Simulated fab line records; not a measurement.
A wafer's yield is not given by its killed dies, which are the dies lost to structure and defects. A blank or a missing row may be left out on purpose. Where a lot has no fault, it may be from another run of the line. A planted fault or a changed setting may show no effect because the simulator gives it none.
Comparing a struck lot with a sound one ; flow nand harc ; 13 steps out of a route of 1159
Sound: the wafers L487.1, L487.2, L487.6. Wafers struck: L491.1, L491.2, L491.6. Last of all comes the cause.
For every step that has rows: the tool of each side, followed by ch and its chambers, followed by its first start. Under that, the readings that differ: sound wafers ; struck wafers ; difference of the means ; sigmas: that difference in standard deviations of wafers without a fault.
alike: words and numbers the same on both sides, and readings whose means are apart by under 2 such deviations; not compared: readings that were withheld, readings missing a value for some wafer, numbers with overlapping values and no deviation given by the record, and bounds like >300 which may hide the same value.
A row with sigmas, a row that says differs or no value, or rows on one side alone: a step with any of these is where the two part. When numbers do not overlap yet have no deviation, they are printed without sigmas and do not part them. Lack of a reading on every wafer of one side parts them only where that side has two or more wafers.

NHARC_P_CONTACT_CMP_24: polishes, t overpolish 30 s, target thk 200 nm.
  sound on cmp-04 ch 0,3, day 6 23:42; struck on cmp-01 ch 1,2,3, day 7 18:14
reading;sound;struck;difference;sigmas
slurry filter dp kPa (kPa);13.26 13.26 13.36;13.40 13.71 13.77;+0.33;+2
  alike: motor current A, overpolish run s, time to endpoint s
following that, these wafers have no rows for 1 step: NHARC_P_CONTACT_SRD_26.
NHARC_P_CONTACT_INSPECT_27:
  sound: defect inspect-02 at day 7 00:07; struck: defect inspect-02 at day 7 18:37
  alike: raw defect count
then, 8 steps without rows for these wafers: NHARC_P_M0_DEP_00 (deposits SiOC, target thk 150 nm); NHARC_P_M0_DEHYDRATE_01 (time 120 s); NHARC_P_M0_HMDS_02 (time 30 s); NHARC_P_M0_COAT_33 (time 65 s); NHARC_P_M0_COAT_03 (resist thk 90 nm); NHARC_P_M0_SOFTBAKE_04 (time 55 s); NHARC_P_M0_EBR_05; NHARC_P_M0_EXPOSE_06 (exposes mask P M0, target cd 90 nm).
NHARC_P_M0_PEB_07: peb time 65 s.
  sound on litho track-01 ch 0, day 7 00:56; struck on litho track-06 ch 0, day 7 19:26
reading;sound;struck;difference;sigmas
heater power total W (W);156.8 155.9 157.2;152.7 153.0 152.0;-4.1;-9
plate temp C (C);99.96 99.72 99.89;98.12 98.01 98.05;-1.80;-11
  alike: resist line temp C
then, 1 step without rows for these wafers: NHARC_P_M0_DEVELOP_08 (develop time 35 s).

WHERE THEY PART
Last at NHARC_P_M0_PEB_07 as far as this record goes, first at NHARC_P_CONTACT_CMP_24.

WHY: what the simulator had put in
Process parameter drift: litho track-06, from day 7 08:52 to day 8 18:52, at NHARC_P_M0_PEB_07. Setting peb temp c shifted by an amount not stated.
